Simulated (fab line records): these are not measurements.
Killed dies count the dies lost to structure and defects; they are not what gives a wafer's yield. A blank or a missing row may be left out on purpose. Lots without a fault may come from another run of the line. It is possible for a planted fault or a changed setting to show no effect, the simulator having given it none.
One fault through the eyes of 2 desks	flow n5_finfet	numbers are kept per desk, each desk with only its own; the story behind them comes last

AT THE METROLOGY DESK
Means of the sampled wafers that have a number, per lot and without regard to the tool the lot ran on: this is what the gauges read. Marked OUT: a lot whose mean sits more than 4 standard deviations from the usual mean, which makes it out of limits; the brackets give that distance. 7 of its 25 readings are shown: the first one out of limits and those lying furthest out on some lot.
Columns: A = trench_depth_nm at N5_BEOL_M11_OCD_MEAS_38, usual 148 nm; B = M11_THK at N5_BEOL_M11_THK_MEAS_53, usual 139 nm; C = M11_RS at N5_BEOL_M11_RS_MEAS_57, usual 0.153 ohm/sq; D = COMB_M14 at N5_BEOL_M15_RC_MEAS_101, usual 3.4e-12 S/m; E = COMB_M5 at N5_BEOL_M15_RC_MEAS_101, usual 3.6e-11 S/m; F = SERP_M11 at N5_BEOL_M15_RC_MEAS_101, usual 3.11 ohm/um; G = SERP_M11_max_site at N5_BEOL_M15_RC_MEAS_101, usual 3.20 ohm/um
lot	first seen here	A	B	C	D	E	F	G
L379	day 11 11:06	147	140	0.151	3.0e-12	3.6e-11	3.08	3.16
L380	day 12 07:25	146	135	0.156	5.2e-12	3.9e-11	3.16	3.24
L386	day 13 05:06	149	140	0.152	3.3e-12	5.8e-11	3.14	3.22
L389	day 14 07:35	151	140	0.152	3.4e-12	4.3e-11	3.07	3.15
L399	day 16 07:09	174 (+7.1) OUT	166 (+6.7) OUT	0.129 (-5.1) OUT	4.2e-12	2.8e-11	2.63 (-4.4) OUT	2.67 (-4.4) OUT
L398	day 16 17:06	188 (+11) OUT	181 (+10) OUT	0.115 (-8.0) OUT	1.7e-12	3.2e-11	2.33 (-7.0) OUT	2.38 (-6.8) OUT
L400	day 16 20:47	162	151	0.139	3.2e-12	3.5e-11	2.74	2.79
This desk finds L398, L399 out of limits, L399 being first, at day 16 07:09 (trench_depth_nm at N5_BEOL_M11_OCD_MEAS_38). Within limits: L379, L380, L386, L389, L400.

THE TOOL OWNER'S DESK: rie_diel-06
The tool's own readings at N5_BEOL_M11_TRENCH_ETCH_37 (etches SiCOH lowk in C4F6/O2, target depth 148.83 nm, time 48 s): means of the sampled wafers that have a number, for each lot that ran on this tool. Marked OUT: a lot whose mean sits more than 4 standard deviations from the usual mean, which makes it out of limits; the brackets give that distance. 7 of its 8 readings are shown: the first one out of limits and those lying furthest out on some lot.
Columns: A = bias_w at N5_BEOL_M11_TRENCH_ETCH_37, usual 185.0 W; B = drypump_motor_current_A at N5_BEOL_M11_TRENCH_ETCH_37, usual 5.6 A; C = oes_f_703_au at N5_BEOL_M11_TRENCH_ETCH_37, usual 0.79 a.u.; D = oes_product_au at N5_BEOL_M11_TRENCH_ETCH_37, usual 0.79 a.u.; E = run_length_s at N5_BEOL_M11_TRENCH_ETCH_37, usual 71.4 s; F = showerhead_plenum_p_Torr at N5_BEOL_M11_TRENCH_ETCH_37, usual 2.84 Torr; G = throttle_valve_pct at N5_BEOL_M11_TRENCH_ETCH_37, usual 21.01 %
lot	first seen here	A	B	C	D	E	F	G
L379	day 11 10:55	184.4	5.7	0.76	0.79	70.9	2.82	20.90
L386	day 13 04:55	185.3	6.0	0.76	0.78	70.7	2.87	21.00
L389	day 14 07:24	185.3	6.0	0.80	0.82	71.0	2.82	20.94
L399	day 16 06:58	185.6	6.0	0.90	0.92	77.5 (+15) OUT	2.77	20.77
L398	day 16 16:55	185.3	5.9	0.78	0.80	83.0 (+28) OUT	2.77	20.92
L400	day 16 20:36	184.9	5.5	0.70	0.72	77.2 (+14) OUT	2.75	20.93
This desk finds L398, L399, L400 out of limits, L399 being first, at day 16 06:58 (run_length_s at N5_BEOL_M11_TRENCH_ETCH_37). Within limits: L379, L386, L389.

ALL TOGETHER
An alarm could have come from the tool owner's desk at day 16 06:58, on L398, L399, L400.
At day 16 07:09 the metrology desk could have sounded an alarm, on L398, L399.
The metrology desk holds a record of L400, inside its limits.
The lots listed all ran N5_BEOL_M11_TRENCH_ETCH_37 on rie_diel-06.

WHAT THE SIMULATOR HAD INSERTED
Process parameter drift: rie_diel-06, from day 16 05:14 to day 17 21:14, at N5_BEOL_M11_TRENCH_ETCH_37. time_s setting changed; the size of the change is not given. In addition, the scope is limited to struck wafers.
Struck lots among those shown: L398, L399, L400.
Counting hours from when the fault started, the first reading out of limits came at 2 for the tool owner's desk and at 2 for the metrology desk.
